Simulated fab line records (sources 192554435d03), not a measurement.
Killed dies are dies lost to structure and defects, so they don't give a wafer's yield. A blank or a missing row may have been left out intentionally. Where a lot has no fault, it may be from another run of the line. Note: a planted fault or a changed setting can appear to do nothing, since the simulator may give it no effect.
fab line records | flow n5_finfet
record: lots: 6 wafers: 18 last_day: 18
route steps=1938 shown HKMG_FIN@430 PASSIVATION@1936
lots that met no fault: taken from a fault-free run of the same line
start_h: start of the lot's first displayed wafer, in hours after the record's first day | wait_h: hours elapsed since this lot's preceding step | " repeats the value in the row above | L1.1+2: one row covering several wafers at once | - no value, or no start given | * or withheld: withheld | < > ~ a bound
route shown NAME@n: NAME is a module with steps in the file, n the number in the route of the first one | usual: mean/standard deviation of fault-free wafers | same: alike in all rows | chamber/n: place in a boat | sites: readings site by site | _std_site: standard deviation of those values | _edge_site: inner sites' mean taken away from outer sites' mean | radius_mm: how far each site lies from the wafer's centre | mask NAME#n: copy n | behind: the last tool/chamber to shape the wafer | hold: what put the lot on hold/how long, in hours/how the hold closed | device: which transistor (n, p or np) failed to switch | end of line: the route-end tests of the same wafers | step lacking rows: just its recipe | killed: not the wafer's yield, but the dies lost to structure and defects at the first sort | map: a wafer's dies, x killed, . not, _ none there
set.NAME: setting as actually run; set.NAME@STEP: the setting as run at that earlier step | model.NAME: the simulator's own value behind a step, which no gauge read
lots at selected steps of the route; one table per step, one row per wafer
services: the hour from which a tool's chamber was out of use, counted from the record's first day as start_h (under 0 if before that day), plus the number of hours and why
== steps ==
step: N5_HKMG_FIN_CD_MEAS_12
recipe: target_cd_nm: 92.8 landing_energy_ev: 500 detector: se_inlens
usual: cd_nm: 92.8/0.86
columns lot.wafer tool chamber start_h wait_h cd_nm
L721.1 cd_sem-01 0 73.72 - 92.0
L721.3 " 0 " " 93.4
L721.6 " 0 " " 92.3
L724.2 cd_sem-03 0 93.69 - 94.4
L724.3 " 0 " " 94.2
L724.5 " 0 " " 94.4
L736.2 cd_sem-01 0 170.56 - 92.1
L736.3 " 0 " " 92.5
L736.5 " 0 " " 93.0
L738.2 cd_sem-03 0 183.26 - 92.5
L738.4 " 0 " " 91.4
L738.5 " 0 " " 91.9
L743.3 cd_sem-01 0 209.28 - 93.4
L743.4 " 0 " " 93.5
L743.5 " 0 " " 91.3
L744.2 cd_sem-02 0 217.39 - 92.6
L744.4 " 0 " " 92.9
L744.6 " 0 " " 93.3
step: N5_HKMG_FIN_OVL_MEAS_13
recipe: points_per_wafer: 44
usual: NWFM_OVL: 0.3/0.71
columns lot.wafer tool chamber start_h wait_h NWFM_OVL[nm]
L721.1 overlay-01 0 73.75 0.0 1.0
L721.3 " 0 " " 0.9
L721.6 " 0 " " 0.3
L724.2 overlay-02 0 93.72 0.0 0.6
L724.3 " 0 " " 0.6
L724.5 " 0 " " 0.3
L736.2 overlay-01 0 170.68 0.1 2.2
L736.3 " 0 " " 1.7
L736.5 " 0 " " 2.0
L738.2 overlay-01 0 183.29 0.0 -0.1
L738.4 " 0 " " -0.9
L738.5 " 0 " " -0.9
L743.3 overlay-02 0 209.31 0.0 0.1
L743.4 " 0 " " 0.7
L743.5 " 0 " " 0.6
L744.2 overlay-01 0 217.42 0.0 0.6
L744.4 " 0 " " -0.1
L744.6 " 0 " " 0.3
step: N5_HKMG_FIN_INSPECT_14
recipe: mode: adi inspect_instrument: macro
usual: raw_defect_count: 2.1/1.4
columns lot.wafer tool chamber start_h wait_h raw_defect_count
L721.1 defect_inspect-01 - 73.78 0.0 0
L721.3 " - " " 3
L721.6 " - " " 1
L724.2 defect_inspect-02 - 93.74 0.0 1
L724.3 " - " " 1
L724.5 " - " " 4
L736.2 defect_inspect-02 - 170.71 0.0 3
L736.3 " - " " 3
L736.5 " - " " 1
L738.2 defect_inspect-01 - 183.32 0.0 4
L738.4 " - " " 1
L738.5 " - " " 6
L743.3 defect_inspect-01 - 209.33 0.0 1
L743.4 " - " " 2
L743.5 " - " " 0
L744.2 defect_inspect-02 - 217.45 0.0 4
L744.4 " - " " 1
L744.6 " - " " 1
step: N5_HKMG_FIN_DESCUM_17
recipe: chemistry: O2 time_s: 7.9 source_power_w: 50 bias_power_w: 20 pressure_mtorr: 20 rf_frequency_hz: 2.712e+07 temp_c: 40 resist: CAR-ArF o2_flow_sccm: 225
step: N5_HKMG_FIN_ETCH_31
recipe: chemistry: CF4 target: SiARC target_depth_a: 455 mask_material: CAR-ArF time_s: 75.8 ion_energy_ev: 80 pressure_mtorr: 40 source_w: 545 bias_w: 36 Ar_flow_sccm: 100 cf4_flow_sccm: 100 ends: cleared
step: N5_HKMG_FIN_ETCH_32
recipe: chemistry: N2/H2 target: SOC target_depth_a: 2400 temp_c: 40 time_s: 300 ion_energy_ev: 200 mask_material: SiARC pressure_mtorr: 30 source_w: 840 bias_w: 150 n2_flow_sccm: 200 h2_flow_sccm: 200
usual: drypump_motor_current_A: 5.9/0.46 oes_product_au: 0.80/0.081 rf_vpp_V: 526.0/2 showerhead_plenum_p_Torr: 2.62/0.08 throttle_valve_pct: 17.7/0.33
columns lot.wafer tool chamber start_h wait_h drypump_motor_current_A oes_product_au rf_hours_counter_h rf_vpp_V showerhead_plenum_p_Torr throttle_valve_pct
L721.1 rie_diel-05 1 74.04 0.0 5.8 0.79 109 527.5 2.67 18.2
L721.3 " 2 " " 5.4 0.89 43 522.3 2.49 17.5
L721.6 " 1 " " 5.9 0.79 - 526.8 2.67 18.2
L724.2 rie_diel-05 0 94.02 0.0 6.2 0.97 1 527.8 2.68 17.2
L724.3 " 1 " " 5.9 0.79 117 526.2 2.67 18.2
L724.5 " 3 " " 5.8 0.73 - 527.6 2.61 17.2
L736.2 rie_diel-05 1 171.33 0.0 5.9 0.76 145 526.7 2.65 18.3
L736.3 " 0 " " 6.2 0.89 29 528.7 2.67 17.3
L736.5 " 1 " " 5.8 0.76 - 526.8 2.65 18.3
L738.2 rie_diel-06 3 183.44 0.0 5.0 0.75 176 527.1 2.66 18.0
L738.4 " 2 " " 5.9 0.97 3 523.2 2.47 17.2
L738.5 " 0 " " 6.4 0.72 - 525.0 2.64 18.2
L743.3 rie_diel-04 2 209.45 0.0 6.2 0.81 100 527.7 2.70 18.0
L743.4 " 1 " " 5.8 0.67 241 525.7 2.62 17.8
L743.5 " 0 " " 5.0 0.87 - 522.0 2.44 17.7
L744.2 rie_diel-05 1 217.57 0.0 5.9 0.75 161 527.4 2.65 18.3
L744.4 " 0 " " 6.2 0.86 44 527.7 2.67 17.3
L744.6 " 1 " " 5.8 0.75 - 527.2 2.65 18.3
step: N5_HKMG_FIN_STRIP_33
recipe: chemistry: N2/H2 temp_c: 40 n2_flow_sccm: 200 h2_flow_sccm: 200 rf_frequency_hz: 6e+07
step: N5_HKMG_FIN_STRIP_34
recipe: chemistry: CF4 resist: SiARC power_w: 300 bias_power_w: 75 pressure_mtorr: 50 cf4_flow_sccm: 150 rf_frequency_hz: 6e+07
usual: drypump_motor_current_A: 5.9/0.46 oes_product_au: 0.79/0.073 rf_vpp_V: 272.1/1.4 showerhead_plenum_p_Torr: 1.84/0.043 throttle_valve_pct: 13.50/0.21
columns lot.wafer tool chamber start_h wait_h drypump_motor_current_A oes_product_au rf_hours_counter_h rf_vpp_V showerhead_plenum_p_Torr throttle_valve_pct
L721.1 rie_diel-05 1 74.23 0.0 5.8 0.77 109 272.5 1.86 13.81
L721.3 " 2 " " 5.4 0.86 43 270.1 1.79 13.35
L721.6 " 1 " " 5.8 0.78 - 272.5 1.86 13.79
L724.2 rie_diel-05 0 94.21 0.0 6.2 0.97 1 272.3 1.90 13.14
L724.3 " 1 " " 5.8 0.77 117 273.4 1.86 13.82
L724.5 " 3 " " 5.8 0.72 - 271.4 1.85 13.36
L736.2 rie_diel-05 1 171.52 0.0 5.8 0.74 145 273.2 1.85 13.89
L736.3 " 0 " " 6.2 0.88 29 274.6 1.90 13.22
L736.5 " 1 " " 5.8 0.74 - 273.6 1.85 13.89
L738.2 rie_diel-06 3 183.63 0.0 5.0 0.74 176 272.6 1.84 13.42
L738.4 " 2 " " 5.9 0.96 3 269.5 1.80 13.31
L738.5 " 0 " " 6.4 0.71 - 272.5 1.83 13.76
L743.3 rie_diel-04 2 209.65 0.0 6.3 0.79 100 271.5 1.87 13.57
L743.4 " 1 " " 5.8 0.68 241 272.2 1.85 13.63
L743.5 " 0 " " 5.0 0.85 - 270.2 1.74 13.63
L744.2 rie_diel-05 1 217.76 0.0 5.8 0.73 161 272.9 1.85 13.92
L744.4 " 0 " " 6.2 0.86 44 273.8 1.89 13.23
L744.6 " 1 " " 5.8 0.73 - 271.6 1.85 13.94
step: N5_HKMG_FIN_ETCH_35
recipe: chemistry: N2/H2 target: SOC target_depth_a: 2158 ion_energy_ev: 65 bias_w: 5 source_w: 3000 time_s: 243.4 pressure_mtorr: 30 n2_flow_sccm: 200 h2_flow_sccm: 200
usual: drypump_motor_current_A: 5.9/0.46 oes_product_au: 0.80/0.082 rf_vpp_V: 142.1/0.93 showerhead_plenum_p_Torr: 2.62/0.078 throttle_valve_pct: 17.7/0.33
columns lot.wafer tool chamber start_h wait_h drypump_motor_current_A oes_product_au rf_hours_counter_h rf_vpp_V showerhead_plenum_p_Torr throttle_valve_pct
L721.1 rie_diel-05 1 74.25 0.0 5.9 0.78 109 143.2 2.67 18.2
L721.3 " 2 " " 5.4 0.89 43 141.7 2.49 17.5
L721.6 " 1 " " 5.8 0.78 - 143.2 2.67 18.2
L724.2 rie_diel-05 0 94.23 0.0 6.2 0.97 1 143.6 2.68 17.2
L724.3 " 1 " " 5.9 0.78 117 142.6 2.67 18.2
L724.5 " 3 " " 5.9 0.73 - 141.8 2.61 17.3
L736.2 rie_diel-05 1 171.54 0.0 5.8 0.76 145 142.5 2.65 18.3
L736.3 " 0 " " 6.2 0.88 29 143.2 2.67 17.3
L736.5 " 1 " " 5.8 0.76 - 142.2 2.65 18.3
L738.2 rie_diel-06 3 183.65 0.0 5.0 0.74 176 143.7 2.66 18.0
L738.4 " 2 " " 5.9 0.96 3 139.8 2.47 17.2
L738.5 " 0 " " 6.3 0.72 - 141.5 2.64 18.2
L743.3 rie_diel-04 2 209.67 0.0 6.2 0.81 100 141.4 2.70 18.0
L743.4 " 1 " " 5.8 0.66 241 142.0 2.62 17.9
L743.5 " 0 " " 5.0 0.87 - 141.8 2.44 17.7
L744.2 rie_diel-05 1 217.78 0.0 5.8 0.74 161 142.3 2.65 18.3
L744.4 " 0 " " 6.2 0.86 44 141.4 2.67 17.3
L744.6 " 1 " " 5.8 0.75 - 142.0 2.65 18.3
step: N5_HKMG_FIN_STRIP_92
recipe: chemistry: N2/H2 material: SOC time_s: 20 power_w: 500 temp_c: 40 pressure_mtorr: 50 rf_frequency_hz: 6e+07 bias_power_w: 8 h2_frac: 0.5 n2_flow_sccm: 300 h2_flow_sccm: 300
usual: drypump_motor_current_A: 5.9/0.46 oes_product_au: 0.80/0.083 rf_vpp_V: 54.4/0.84 showerhead_plenum_p_Torr: 3.45/0.099 throttle_valve_pct: 18.9/0.51
columns lot.wafer tool chamber start_h wait_h drypump_motor_current_A oes_product_au rf_hours_counter_h rf_vpp_V showerhead_plenum_p_Torr throttle_valve_pct
L721.1 rie_diel-05 1 74.40 0.1 5.8 0.78 110 54.1 3.52 19.3
L721.3 " 2 " " 5.5 0.89 43 54.8 3.29 18.5
L721.6 " 1 " " 5.9 0.79 - 54.6 3.52 19.3
L724.2 rie_diel-05 0 94.38 0.1 6.2 0.98 1 54.2 3.54 18.3
L724.3 " 1 " " 5.9 0.78 117 54.7 3.52 19.3
L724.5 " 3 " " 5.9 0.73 - 53.1 3.44 18.1
L736.2 rie_diel-05 1 171.69 0.1 5.8 0.76 145 53.1 3.50 19.4
L736.3 " 0 " " 6.2 0.89 29 53.9 3.52 18.4
L736.5 " 1 " " 5.8 0.75 - 54.3 3.50 19.4
L738.2 rie_diel-06 3 183.80 0.1 5.0 0.74 176 53.9 3.50 19.4
L738.4 " 2 " " 5.9 0.96 3 55.5 3.26 18.2
L738.5 " 0 " " 6.4 0.70 - 55.0 3.48 19.6
L743.3 rie_diel-04 2 209.81 0.1 6.3 0.81 100 54.7 3.56 19.2
L743.4 " 1 " " 5.8 0.67 242 52.8 3.46 19.2
L743.5 " 0 " " 5.0 0.88 - 54.4 3.23 18.3
L744.2 rie_diel-05 1 217.93 0.1 5.8 0.74 161 54.5 3.49 19.4
L744.4 " 0 " " 6.2 0.86 44 53.7 3.51 18.4
L744.6 " 1 " " 5.8 0.74 - 55.8 3.49 19.4
step: N5_HKMG_FIN_WET_ETCH_18
recipe: chemistry: SC1 target: TiN mix: 1:1:5 temp_c: * time_s: 55 target_depth_nm: 5.2 dry: ipa_marangoni rinse_time_s: 30 rinse_temp_c: 23
step: N5_HKMG_FIN_STRIP_19
recipe: chemistry: N2/H2 power_w: 2500 temp_c: 300 h2_frac: 0.65 time_s: 360 pressure_mtorr: withheld n2_flow_sccm: 1750 h2_flow_sccm: 3250
usual: drypump_motor_current_A: 5.60/0.25 heater_power_w: 502/45
columns lot.wafer tool chamber start_h wait_h drypump_motor_current_A heater_power_w rf_hours_counter_h
L721.1 plasma_asher-01 0 74.55 0.0 5.85 517 36
L721.3 " 0 " " 5.84 527 -
L721.6 " 1 " " 5.54 538 -
L724.2 plasma_asher-02 1 94.52 0.0 5.80 514 95
L724.3 " 0 " " 5.20 434 -
L724.5 " 0 " " 5.23 422 -
L736.2 plasma_asher-02 0 171.83 0.0 5.21 418 110
L736.3 " 1 " " 5.78 504 -
L736.5 " 0 " " 5.24 410 -
L738.2 plasma_asher-01 1 183.95 0.0 5.54 531 55
L738.4 " 0 " " 5.86 501 -
L738.5 " 1 " " 5.56 532 -
L743.3 plasma_asher-02 1 210.08 0.1 5.81 525 -
L743.4 " 0 " " 5.22 425 -
L743.5 " 1 " " 5.78 505 -
L744.2 plasma_asher-01 0 218.08 0.0 5.87 520 63
L744.4 " 0 " " 5.86 522 -
L744.6 " 0 " " 5.87 532 -
step: N5_HKMG_FIN_ALD_91
recipe: material: TiN target_thk_a: 10 temp_c: 400 ald_precursor_family: TiCl4 ald_co_reactant: NH3 pulse_time_s: 1 purge_time_s: 3 co_reactant_purge_time_s: 2 co_reactant_pulse_time_s: 2 ald_cycles: 47 pressure_torr: 3
usual: ald_cycles: 47/0 heater_power_w: 882/51 precursor_pulse_height_rel: 1.000/0.019
columns lot.wafer tool chamber start_h wait_h ald_cycles heater_power_w precursor_pulse_height_rel
L721.1 ald_metal-04 0 74.94 0.3 47 835 1.002
L721.3 " 3 " " 47 987 0.972
L721.6 " 1 " " 47 919 1.001
L724.2 ald_metal-03 1 94.91 0.3 47 891 0.984
L724.3 " 2 " " 47 905 0.981
L724.5 " 0 " " 47 850 1.029
L736.2 ald_metal-04 1 172.22 0.3 43 944 1.018
L736.3 " 0 " " 43 824 0.985
L736.5 " 2 " " 43 890 0.969
L738.2 ald_metal-04 2 184.33 0.3 43 850 1.009
L738.4 " 3 " " 43 951 0.995
L738.5 " 0 " " 43 849 1.004
L743.3 ald_metal-02 0 210.34 0.1 47 987 1.026
L743.4 " 3 " " 47 790 1.016
L743.5 " 2 " " 47 863 0.997
L744.2 ald_metal-03 1 218.46 0.3 47 891 0.984
L744.4 " 3 " " 47 860 0.984
L744.6 " 0 " " 47 815 0.984
step: N5_HKMG_FIN_COAT_85
recipe: resist: SOC temp_c: 250 time_s: 60 spin_rpm: 1500 resist_thk_nm: 300
step: N5_PASSIVATION_PROBE_49
usual: killed_at_M0_to_M3: 33/9.9 killed_at_M4_up: 15/5.6 killed_at_contacts: 13/5.7 killed_at_front_end: 38/12 killed_at_other: 4/3.1 killed_dies: 103/17 killed_open: 66/13 killed_short: 32/7.8
same: gross_dies: 1180 killed_at_back_side: 0
columns lot.wafer tool chamber start_h wait_h killed_at_M0_to_M3 killed_at_M4_up killed_at_contacts killed_at_front_end killed_at_other killed_dies killed_open killed_short
L721.1 prober-02 - 288.23 0.0 37 18 26 36 1 118 75 40
L721.3 prober-02 - 288.33 0.1 24 16 28 35 3 106 75 31
L721.6 prober-02 - 288.48 0.3 22 20 17 54 2 115 68 45
L724.2 prober-01 - 302.92 0.1 22 21 13 15 4 75 45 27
L724.3 prober-01 - 302.97 0.1 11 9 12 45 5 82 48 33
L724.5 prober-01 - 303.07 0.2 32 18 25 44 4 123 71 43
L736.2 prober-01 - 371.60 0.1 42 11 19 37 0 109 73 31
L736.3 prober-01 - 371.65 0.1 27 12 7 31 4 81 53 27
L736.5 prober-01 - 371.75 0.2 22 13 17 35 4 91 62 29
L743.3 prober-02 - 406.25 0.1 25 11 15 23 7 81 60 16
L743.4 prober-02 - 406.30 0.2 19 17 12 22 2 72 40 29
L743.5 prober-02 - 406.35 0.2 22 13 13 36 1 85 48 33
killed by level:class
L721.1 MOL_CONTACT_COAG:geometric_particle:open=21 BEOL_M1:geometric_particle:open=10 FIN_SAQP:geometric_particle:open=7 FIN_SAQP:geometric_particle:short=7 STI_FIN_REVEAL:geometric_particle:open=5 BEOL_M2:geometric_particle:short=5 BEOL_M0_SAQP:geometric_particle:open=5 BEOL_M2:geometric_particle:open=5
L721.3 MOL_CONTACT_COAG:geometric_particle:open=24 STI_FIN_REVEAL:geometric_particle:open=8 FIN_SAQP:geometric_particle:open=6 FIN_SAQP:geometric_particle:short=6 STI_FIN_REVEAL:geometric_particle:short=5 BEOL_M1:geometric_particle:short=5 BEOL_M1:geometric_particle:open=5 BEOL_M2:geometric_particle:open=5
L721.6 STI_FIN_REVEAL:geometric_particle:open=12 MOL_CONTACT_COAG:geometric_particle:open=12 FIN_SAQP:geometric_particle:short=11 FIN_SAQP:geometric_particle:open=10 BEOL_M0_SAQP:geometric_particle:short=10 BEOL_M4:geometric_particle:open=8 GATE_CUT:geometric_particle:short=6 MOL_CONTACT_COAG:geometric_particle:short=5
L724.2 MOL_CONTACT_COAG:geometric_particle:open=11 BEOL_M4:geometric_particle:open=11 BEOL_M0_SAQP:geometric_particle:open=7 BEOL_M4:geometric_particle:short=6 BEOL_M0_SAQP:geometric_particle:short=4 BEOL_M3:geometric_particle:short=4 BEOL_M8:geometric_particle:open=3 FIN_SAQP:geometric_particle:open=2
L724.3 FIN_SAQP:geometric_particle:open=9 FIN_SAQP:geometric_particle:short=9 MOL_CONTACT_COAG:geometric_particle:open=9 GATE_CUT:geometric_particle:short=6 STI_FIN_REVEAL:geometric_particle:open=5 DUMMY_GATE:geometric_particle:open=5 BEOL_M3:geometric_particle:open=4 MOL_CONTACT_COAG:geometric_particle:short=3
L724.5 MOL_CONTACT_COAG:geometric_particle:open=18 HKMG_FIN:area_etch=9 BEOL_M4:geometric_particle:open=8 FIN_SAQP:geometric_particle:short=7 MOL_CONTACT_COAG:geometric_particle:short=7 BEOL_M0_SAQP:geometric_particle:short=7 DUMMY_GATE:geometric_particle:open=6 BEOL_M1:geometric_particle:open=6
L736.2 FIN_SAQP:geometric_particle:open=12 BEOL_M3:geometric_particle:open=11 MOL_CONTACT_COAG:geometric_particle:short=10 BEOL_M0_SAQP:geometric_particle:open=9 MOL_CONTACT_COAG:geometric_particle:open=8 STI_FIN_REVEAL:geometric_particle:open=8 BEOL_M0_SAQP:geometric_particle:short=7 BEOL_M4:geometric_particle:open=4
L736.3 FIN_SAQP:geometric_particle:open=7 MOL_CONTACT_COAG:geometric_particle:open=7 BEOL_M0_SAQP:geometric_particle:open=7 BEOL_M1:geometric_particle:open=5 DUMMY_GATE:geometric_particle:open=4 GATE_CUT:geometric_particle:short=4 BEOL_M0_SAQP:geometric_particle:short=4 GATE_CUT:geometric_particle:open=3
L736.5 MOL_CONTACT_COAG:geometric_particle:open=12 FIN_SAQP:geometric_particle:open=7 STI_FIN_REVEAL:geometric_particle:open=6 MOL_CONTACT_COAG:geometric_particle:short=5 BEOL_M1:geometric_particle:open=5 BEOL_M3:geometric_particle:open=5 BEOL_M4:geometric_particle:open=5 STI_FIN_REVEAL:geometric_particle:short=3
L743.3 MOL_CONTACT_COAG:geometric_particle:open=13 STI_FIN_REVEAL:geometric_particle:open=9 BEOL_M2:geometric_particle:open=9 BEOL_M4:geometric_particle:open=8 BEOL_M1:geometric_particle:open=7 MIM_TOP:geometric_particle:short=4 BEOL_M0_SAQP:geometric_particle:open=3 BEOL_M6:geometric_particle:open=3
L743.4 BEOL_M2:geometric_particle:open=7 MOL_CONTACT_COAG:geometric_particle:open=7 GATE_CUT:geometric_particle:short=6 FIN_SAQP:geometric_particle:short=5 MOL_CONTACT_COAG:geometric_particle:short=5 BEOL_M0_SAQP:geometric_particle:short=4 BEOL_M5:geometric_particle:open=4 STI_FIN_REVEAL:geometric_particle:open=3
L743.5 MOL_CONTACT_COAG:geometric_particle:open=10 FIN_SAQP:geometric_particle:open=7 STI_FIN_REVEAL:geometric_particle:open=6 BEOL_M2:geometric_particle:open=6 STARTING-WAFER:geometric_particle:short=5 FIN_SAQP:geometric_particle:short=4 BEOL_M0_SAQP:geometric_particle:short=4 BEOL_M0_SAQP:geometric_particle:open=4
== services ==
columns tool chamber start_h hours kind
rie_diel-06 2 59.96 2.2 repair
ald_metal-04 3 63.34 7.0 repair
rie_diel-04 1 65.80 6.9 repair
rie_diel-05 0 73.10 - clean
rie_diel-05 0 73.10 - consumable_replace:focus_ring
rie_diel-05 0 73.10 - consumable_replace:showerhead
rie_diel-05 0 73.10 18.2 scheduled_down
rie_diel-05 0 73.10 18.2 vent_cycle
ald_metal-04 - 112.18 0.4 repair
rie_diel-05 2 133.03 8.9 repair
rie_diel-04 - 137.93 0.3 repair
rie_diel-06 2 146.63 - clean
rie_diel-06 2 146.63 18.4 scheduled_down
rie_diel-06 2 146.63 18.4 vent_cycle
ald_metal-02 3 147.77 19.4 repair
ald_metal-03 0 155.29 8.0 repair
ald_metal-04 1 173.83 34.1 repair
plasma_asher-02 - 176.13 1.0 repair
rie_diel-06 - 176.36 0.6 repair
ald_metal-03 2 207.00 205.9 repair
== key ==
first_sign: step: N5_HKMG_FIN_ALD_91 reading: ald_cycles direction: down sigmas: 99+ usual: * struck: *
effect none on later readings
met_at N5_HKMG_FIN_ALD_91
struck_wafers L736.2,L736.3,L736.5,L738.2,L738.4,L738.5
rows_end L738.2,L738.4,L738.5
tester_left_out L736
onset_between 74.94 172.22
fault: kind: process_parameter_drift tool: ald_metal-04 chamber: - onset_h: 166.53 steps: N5_HKMG_FIN_ALD_91 channel: ald_cycles offset: * shape: step acts_in: * stated: *
tester_left_out: of these lots the tester's yield and bins aren't shown, on N5 and GAA mostly nor the transistor test; their killed dies are dies lost to structure and defects alone, not to doping, threshold or leakage, so they don't give the yield
rows_end: these wafers met a further fault down the route, and their rows from its step on are left out
